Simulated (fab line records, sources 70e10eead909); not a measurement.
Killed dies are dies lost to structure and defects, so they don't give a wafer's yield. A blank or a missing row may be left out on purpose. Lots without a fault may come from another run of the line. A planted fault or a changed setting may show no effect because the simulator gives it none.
Chamber matching | flow nand_harc | NHARC_A_ZERO_WELL_ETCH_19 on rie_diel-09: 4 sister chambers
The step etches the open film in N2/H2, target depth 80 nm, overetch 24 nm, time 87.88 s. 8 wafers are shown with their chamber, then 7 later ones without.

WAFERS WITH THEIR CHAMBER
wafer  | chamber | rf_vpp_V (V) | rf_fwd_power_W (W)
L856.2 | 2       | 435.9        | 394.3
L858.1 | 2       | 433.9        | 395.3
L858.3 | 1       | 431.1        | 396.0
L858.5 | 3       | 430.4        | 395.1
L860.1 | 3       | 430.2        | 396.6
L860.3 | 1       | 431.1        | 397.4
L860.6 | 0       | 428.5        | 396.8
L868.1 | 0       | 429.1        | 397.4

WAFERS WITHOUT THEIR CHAMBER
wafer  | rf_vpp_V (V) | rf_fwd_power_W (W)
L868.5 | 430.4        | 398.1
L869.2 | 430.5        | 398.6
L869.5 | 430.8        | 396.1
L869.6 | 427.3        | 396.9
L876.3 | 432.7        | 395.0
L876.4 | 434.3        | 393.4
L876.6 | 434.8        | 394.1

WHICH CHAMBER EACH WENT THROUGH
wafer  | from the rows above          | in truth
L868.5 | can't be placed: 1 or 0 or 3 | 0
L869.2 | can't be placed: 1 or 0 or 3 | 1
L869.5 | can't be placed: 3 or 1      | 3
L869.6 | 0                            | 0
L876.3 | can't be placed: 1 or 2 or 3 | 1
L876.4 | 2                            | 2
L876.6 | 2                            | 2
Placed correctly: 3 of 7. Can't be placed from these rows: 4 (the true chamber is among the candidates in 4). Placed wrongly: 0.
How it was worked out, from the rows above alone: a wafer's distance from a chamber is the root of the sum, over the readings, of the square of ((its reading less the chamber's mean) divided by the reading's scatter). The wafer belongs to the nearest chamber; if the next one is less than 2 further off, it can't be placed. A chamber's mean is the mean of its shown wafers. The scatter: the root of (the sum of the squares of (reading less its chamber's mean) over the shown wafers, divided by (wafers less chambers)).
